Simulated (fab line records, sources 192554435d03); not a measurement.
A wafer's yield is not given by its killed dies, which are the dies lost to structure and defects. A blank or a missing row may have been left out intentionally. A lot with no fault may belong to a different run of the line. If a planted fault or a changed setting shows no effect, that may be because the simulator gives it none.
Split-lot trial | flow n5_finfet | 21 wafers read from 7 lots, route of 1938 steps

## ABOUT THE SPLIT
At N5_BEOL_M2_COAT_67 (time 60 s, resist thk 60 nm), the setting spin_rpm was moved away from the recipe's 1500 rpm on 9 of the 21 wafers read, by -11.1% to +10.2%. This setting was run at the recipe's value on the other wafers.

## FROM THE SPLIT TO THE READING: what the file shows between them, 5 steps
- N5_BEOL_M2_COAT_76: time 60 s, resist thk 5 nm (also split here: temp_c)
- N5_BEOL_M2_COAT_22: resist thk 30 nm
- N5_BEOL_M2_EBR_24
- N5_BEOL_M2_ALD_98: deposits SiO2, target thk 2.5 nm, pulse time 1 s, co reactant pulse time 1 s
- N5_BEOL_M2_ETCHBACK_99: etches SiO2 in CHF3, target depth 5 nm, time 10.4 s

## THE READING
etch.depth_nm (the simulator's own value, which no gauge read), in nm, at N5_BEOL_M2_ETCH_70 (etches SOC in N2/H2, target depth 80 nm, overetch 24 nm, time 130 s). No usual value for it is given in the file. Across the 12 wafers here that went through the recipe, the average is 59.97 nm and the standard deviation 0.12 nm.

wafer  | tool, chamber at the split | spin_rpm as run, rpm | against the recipe | etch.depth_nm, nm | against lot-mates on the recipe
L077.1 | litho_track-03, 0          | 1500                 | recipe             | 59.8              | -
L077.4 | litho_track-03, 0          | 1500                 | recipe             | 59.96             | -
L077.5 | litho_track-03, 0          | 1500                 | recipe             | 60.05             | -
L081.1 | litho_track-01, 0          | 1582                 | +5.5%              | 58.38             | -1.43
L081.3 | litho_track-01, 0          | 1582                 | +5.5%              | 58.38             | -1.43
L081.6 | litho_track-01, 0          | 1500                 | recipe             | 59.81             | -
L083.1 | litho_track-01, 0          | 1500                 | recipe             | 59.88             | -
L083.2 | litho_track-01, 0          | 1418                 | -5.5%              | 61.64             | +1.74
L083.4 | litho_track-01, 0          | 1500                 | recipe             | 59.92             | -
L084.1 | litho_track-04, 0          | 1449                 | -3.4%              | 60.88             | +1.00
L084.4 | litho_track-04, 0          | 1500                 | recipe             | 59.81             | -
L084.6 | litho_track-04, 0          | 1500                 | recipe             | 59.95             | -
L089.3 | litho_track-01, 0          | 1500                 | recipe             | 60.15             | -
L089.4 | litho_track-01, 0          | 1653                 | +10.2%             | 57.24             | -2.91
L089.5 | litho_track-01, 0          | 1653                 | +10.2%             | 57.26             | -2.89
L093.1 | litho_track-04, 0          | 1343                 | -10.5%             | 63.48             | +3.43
L093.5 | litho_track-04, 0          | 1500                 | recipe             | 60.05             | -
L093.6 | litho_track-04, 0          | 1343                 | -10.5%             | 63.59             | +3.54
L095.4 | litho_track-03, 0          | 1500                 | recipe             | 60.05             | -
L095.5 | litho_track-03, 0          | 1500                 | recipe             | 60.18             | -
L095.6 | litho_track-03, 0          | 1334                 | -11.1%             | 63.88             | +3.77

THE FIT
A straight line over all 21 wafers: etch.depth_nm changes by -0.31 nm for each +1% of spin_rpm; r = -0.99; the points scatter about the line by 0.21 nm.
The same after taking each lot's own level away (the mean of its wafers on the recipe; 21 wafers): -0.31 nm for each +1%; r = -1.00; scatter 0.15 nm.
On that fit, the largest move of spin_rpm shifts the reading by 3.4 nm.
From 59.810 to 60.150 nm: that is the span of the lots' own levels, equal to 2.7 times the standard deviation above.
So the lot-to-lot level changes the slope little: the two slopes agree.
Check: for one of the wafers moved furthest among these (-11.1%), held out of the fit, the line's prediction against its lot-mates is +3.44 nm. Against them it came out at +3.77 nm.

## FURTHER SPLITS ON THESE WAFERS
Note: prior to the reading, these wafers also went through further splits. Each is held against what the fit with the lots' levels taken away leaves over:
other split on the same wafers | wafers away from the commonest value | r with etch.depth_nm (lot level and that fit taken away)
N5_BEOL_M2_COAT_76 temp_c      | 9                                    | +0.19

## THE WHOLE CHAIN: every reading that the file lists as answering this split, in the file's order
step               | what it does                                                        | reading                                                                        | change (the file's fit)               | r (the file's)
N5_BEOL_M2_COAT_67 | time 60 s, resist thk 60 nm                                         | SOC_of_BEOL_M2_COAT_67.thk_nm (the simulator's own value, which no gauge read) | -0.315 nm for each +1% of the setting | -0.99
N5_BEOL_M2_ETCH_70 | etches SOC in N2/H2, target depth 80 nm, overetch 24 nm, time 130 s | etch.depth_nm (the simulator's own value, which no gauge read)                 | -0.315 nm for each +1% of the setting | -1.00

## FILE'S OWN FIT
etch.depth_nm changes by -0.315 nm for each +1% of spin_rpm, r = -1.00.
